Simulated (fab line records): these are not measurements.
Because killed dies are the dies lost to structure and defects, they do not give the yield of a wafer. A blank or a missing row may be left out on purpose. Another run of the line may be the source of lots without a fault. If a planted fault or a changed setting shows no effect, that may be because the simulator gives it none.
Matching of chambers / flow n5_finfet / rie_diel-04 running N5_HKMG_FIN_ETCH_58: 4 sister chambers
The step etches SOC in N2/H2, target depth 215.8 nm, time 741 s. 18 wafers are shown with their chamber, then 9 later ones without.

WAFERS WITH THEIR CHAMBER
wafer=L074.1; chamber=0; throttle_valve_pct (%)=18.17; showerhead_plenum_p_Torr (Torr)=2.53; oes_product_au (a.u.)=0.72
wafer=L074.2; chamber=1; throttle_valve_pct (%)=17.85; showerhead_plenum_p_Torr (Torr)=2.53; oes_product_au (a.u.)=0.72
wafer=L074.3; chamber=3; throttle_valve_pct (%)=17.54; showerhead_plenum_p_Torr (Torr)=2.44; oes_product_au (a.u.)=0.78
wafer=L075.1; chamber=0; throttle_valve_pct (%)=18.19; showerhead_plenum_p_Torr (Torr)=2.53; oes_product_au (a.u.)=0.72
wafer=L075.2; chamber=2; throttle_valve_pct (%)=18.16; showerhead_plenum_p_Torr (Torr)=2.41; oes_product_au (a.u.)=0.71
wafer=L075.4; chamber=1; throttle_valve_pct (%)=17.87; showerhead_plenum_p_Torr (Torr)=2.53; oes_product_au (a.u.)=0.72
wafer=L076.1; chamber=0; throttle_valve_pct (%)=18.19; showerhead_plenum_p_Torr (Torr)=2.52; oes_product_au (a.u.)=0.72
wafer=L076.2; chamber=2; throttle_valve_pct (%)=18.17; showerhead_plenum_p_Torr (Torr)=2.41; oes_product_au (a.u.)=0.70
wafer=L076.4; chamber=1; throttle_valve_pct (%)=17.85; showerhead_plenum_p_Torr (Torr)=2.53; oes_product_au (a.u.)=0.72
wafer=L077.1; chamber=0; throttle_valve_pct (%)=18.18; showerhead_plenum_p_Torr (Torr)=2.52; oes_product_au (a.u.)=0.71
wafer=L077.5; chamber=2; throttle_valve_pct (%)=18.18; showerhead_plenum_p_Torr (Torr)=2.41; oes_product_au (a.u.)=0.70
wafer=L077.6; chamber=3; throttle_valve_pct (%)=17.55; showerhead_plenum_p_Torr (Torr)=2.43; oes_product_au (a.u.)=0.78
wafer=L078.1; chamber=1; throttle_valve_pct (%)=17.88; showerhead_plenum_p_Torr (Torr)=2.53; oes_product_au (a.u.)=0.72
wafer=L078.2; chamber=0; throttle_valve_pct (%)=18.17; showerhead_plenum_p_Torr (Torr)=2.52; oes_product_au (a.u.)=0.71
wafer=L078.3; chamber=3; throttle_valve_pct (%)=17.54; showerhead_plenum_p_Torr (Torr)=2.43; oes_product_au (a.u.)=0.78
wafer=L079.1; chamber=1; throttle_valve_pct (%)=17.87; showerhead_plenum_p_Torr (Torr)=2.53; oes_product_au (a.u.)=0.71
wafer=L079.2; chamber=3; throttle_valve_pct (%)=17.55; showerhead_plenum_p_Torr (Torr)=2.43; oes_product_au (a.u.)=0.77
wafer=L079.3; chamber=2; throttle_valve_pct (%)=18.20; showerhead_plenum_p_Torr (Torr)=2.41; oes_product_au (a.u.)=0.70

SIGNATURES (averages over the wafers above)
reading=throttle_valve_pct; chamber 0=18.1800; chamber 1=17.8640; chamber 2=18.1775; chamber 3=17.5450; scatter within a chamber=0.0122
reading=showerhead_plenum_p_Torr; chamber 0=2.5240; chamber 1=2.5300; chamber 2=2.4100; chamber 3=2.4325; scatter within a chamber=0.00373
reading=oes_product_au; chamber 0=0.7160; chamber 1=0.7180; chamber 2=0.7025; chamber 3=0.7775; scatter within a chamber=0.005
Rule: for each reading, subtract the chamber's mean from the wafer's reading, divide by that reading's scatter and square the result; add these up over the readings and take the root, which gives the wafer's distance from the chamber. The wafer belongs to the nearest chamber; if the next one is less than 2 further off, it can't be placed. How the scatter is found: for the shown wafers, subtract from each reading the mean of its chamber, square and add these, divide the total by (wafers less chambers), then take the root.

WAFERS MISSING THEIR CHAMBER
wafer=L083.1; throttle_valve_pct (%)=17.57; showerhead_plenum_p_Torr (Torr)=2.43; oes_product_au (a.u.)=0.76
wafer=L083.3; throttle_valve_pct (%)=18.20; showerhead_plenum_p_Torr (Torr)=2.52; oes_product_au (a.u.)=0.70
wafer=L083.5; throttle_valve_pct (%)=18.20; showerhead_plenum_p_Torr (Torr)=2.41; oes_product_au (a.u.)=0.69
wafer=L088.1; throttle_valve_pct (%)=17.76; showerhead_plenum_p_Torr (Torr)=2.72; oes_product_au (a.u.)=0.98
wafer=L088.3; throttle_valve_pct (%)=18.23; showerhead_plenum_p_Torr (Torr)=2.51; oes_product_au (a.u.)=0.69
wafer=L088.4; throttle_valve_pct (%)=17.90; showerhead_plenum_p_Torr (Torr)=2.52; oes_product_au (a.u.)=0.70
wafer=L093.1; throttle_valve_pct (%)=17.78; showerhead_plenum_p_Torr (Torr)=2.72; oes_product_au (a.u.)=0.95
wafer=L093.2; throttle_valve_pct (%)=18.25; showerhead_plenum_p_Torr (Torr)=2.51; oes_product_au (a.u.)=0.69
wafer=L093.4; throttle_valve_pct (%)=18.24; showerhead_plenum_p_Torr (Torr)=2.51; oes_product_au (a.u.)=0.69

EACH ONE'S CHAMBER
wafer=L083.1; from the rows above=3; in truth=3
wafer=L083.3; from the rows above=0; in truth=0
wafer=L083.5; from the rows above=2; in truth=2
wafer=L088.1; from the rows above=1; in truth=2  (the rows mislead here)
wafer=L088.3; from the rows above=0; in truth=0
wafer=L088.4; from the rows above=1; in truth=1
wafer=L093.1; from the rows above=1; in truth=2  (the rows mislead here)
wafer=L093.2; from the rows above=0; in truth=0
wafer=L093.4; from the rows above=0; in truth=0
Placed correctly: 7 of 9. From these rows, 0 cannot be placed. Placed wrongly: 2.
